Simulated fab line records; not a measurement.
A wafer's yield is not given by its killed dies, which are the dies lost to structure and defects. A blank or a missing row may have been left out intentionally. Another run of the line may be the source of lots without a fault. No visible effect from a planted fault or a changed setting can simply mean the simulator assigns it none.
Split-lot experiment	flow n5 finfet	39 wafers read from 7 lots, route of 1938 steps

== THE SPLIT ITSELF ==
At N5_ZERO_LAYER_DEVELOP_10 (develop time 60 s), the setting develop time s was moved away from the recipe's 60 s on 15 of the 39 wafers read, by -42.1% to +54.5%. This setting was run at the recipe's value on the other wafers.

== FROM SPLIT TO READING: 1 step shown by the file between the two ==
- N5_ZERO_LAYER_HARDBAKE_23: time 120 s

== THE READING ==
cd nm, in nm, at N5_ZERO_LAYER_CD_MEAS_11 (target cd 2000 nm). A value of 2001.0 nm with a standard deviation of 2.8 nm is what fault-free wafers of this fab line usually give.

wafer	tool, chamber at the split	develop time s as run, s	against the recipe	cd nm, nm	against lot-mates on the recipe
L083.3	litho track-01, 0	60	recipe	1999.5	-
L083.4	litho track-01, 0	60	recipe	1998.8	-
L083.5	litho track-01, 0	60	recipe	2000.3	-
L085.1	litho track-01, 0	60	recipe	1998.3	-
L085.2	litho track-01, 0	60	recipe	1999.7	-
L085.3	litho track-01, 0	41.77	-30.4%	1991.6	-6.8
L085.4	litho track-01, 0	41.77	-30.4%	1990.0	-8.4
L085.5	litho track-01, 0	60	recipe	1997.1	-
L085.6	litho track-01, 0	41.77	-30.4%	1993.1	-5.3
L086.1	litho track-05, 0	39.57	-34.1%	1990.9	-9.3
L086.2	litho track-05, 0	60	recipe	2001.5	-
L086.3	litho track-05, 0	39.57	-34.1%	1987.6	-12.6
L086.4	litho track-05, 0	60	recipe	1997.3	-
L086.5	litho track-05, 0	60	recipe	2001.8	-
L086.6	litho track-05, 0	39.57	-34.1%	1991.3	-8.9
L089.1	litho track-05, 0	60	recipe	1994.7	-
L089.2	litho track-05, 0	60	recipe	2000.5	-
L089.3	litho track-05, 0	42.47	-29.2%	1991.5	-6.3
L089.4	litho track-05, 0	42.47	-29.2%	1991.4	-6.4
L089.5	litho track-05, 0	42.47	-29.2%	1988.6	-9.2
L089.6	litho track-05, 0	60	recipe	1998.1	-
L093.1	litho track-02, 0	60	recipe	2004.8	-
L093.2	litho track-02, 0	60	recipe	2003.1	-
L093.3	litho track-02, 0	34.72	-42.1%	1988.9	-14.9
L093.4	litho track-02, 0	60	recipe	2003.4	-
L093.5	litho track-02, 0	34.72	-42.1%	1988.9	-14.9
L093.6	litho track-02, 0	34.72	-42.1%	1994.1	-9.7
L094.1	litho track-01, 0	60	recipe	2001.5	-
L094.2	litho track-01, 0	60	recipe	2002.7	-
L094.3	litho track-01, 0	60	recipe	2000.2	-
L094.4	litho track-01, 0	60	recipe	1999.8	-
L094.5	litho track-01, 0	60	recipe	2001.2	-
L094.6	litho track-01, 0	60	recipe	2001.3	-
L095.1	litho track-02, 0	60	recipe	2005.7	-
L095.2	litho track-02, 0	60	recipe	2003.6	-
L095.3	litho track-02, 0	92.68	+54.5%	2008.3	+4.6
L095.4	litho track-02, 0	92.68	+54.5%	2012.2	+8.5
L095.5	litho track-02, 0	60	recipe	2001.7	-
L095.6	litho track-02, 0	92.68	+54.5%	2015.0	+11.3

THE FIT
A straight line over all 39 wafers: cd nm changes by +0.25 nm for each +1% of develop time s; r = +0.92; the points scatter about the line by 2.6 nm.
The same after taking each lot's own level away (the mean of its wafers on the recipe; 39 wafers): +0.221 nm for each +1%; r = +0.92; scatter 2.3 nm.
On that fit, the largest move of develop time s shifts the reading by 12 nm.
The span of the lots' own levels, 1997.77 to 2003.77 nm, comes to 2.1 times the standard deviation stated above.
In other words, the slope is changed by the lot-to-lot level; the two fits disagree.
Check: for one of the wafers moved furthest among these (+54.5%), held out of the fit, the line's prediction against its lot-mates is +12.8 nm. It came out at +4.63 nm against them.

== THE WHOLE CHAIN: every reading that the file lists as answering this split, in the file's order ==
step	what it does	reading	change (the file's fit)	r (the file's)
N5_ZERO_LAYER_CD_MEAS_11	target cd 2000 nm	cd nm	+0.231 nm for each +1% of the setting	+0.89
N5_ZERO_LAYER_DESCUM_16	chemistry O2, time 7.9 s	ZERO_LAYER.cd nm (the simulator's own value, which no gauge read)	+0.229 nm for each +1% of the setting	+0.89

== FILE'S OWN FIT ==
cd nm changes by +0.231 nm for each +1% of develop time s, r = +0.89.
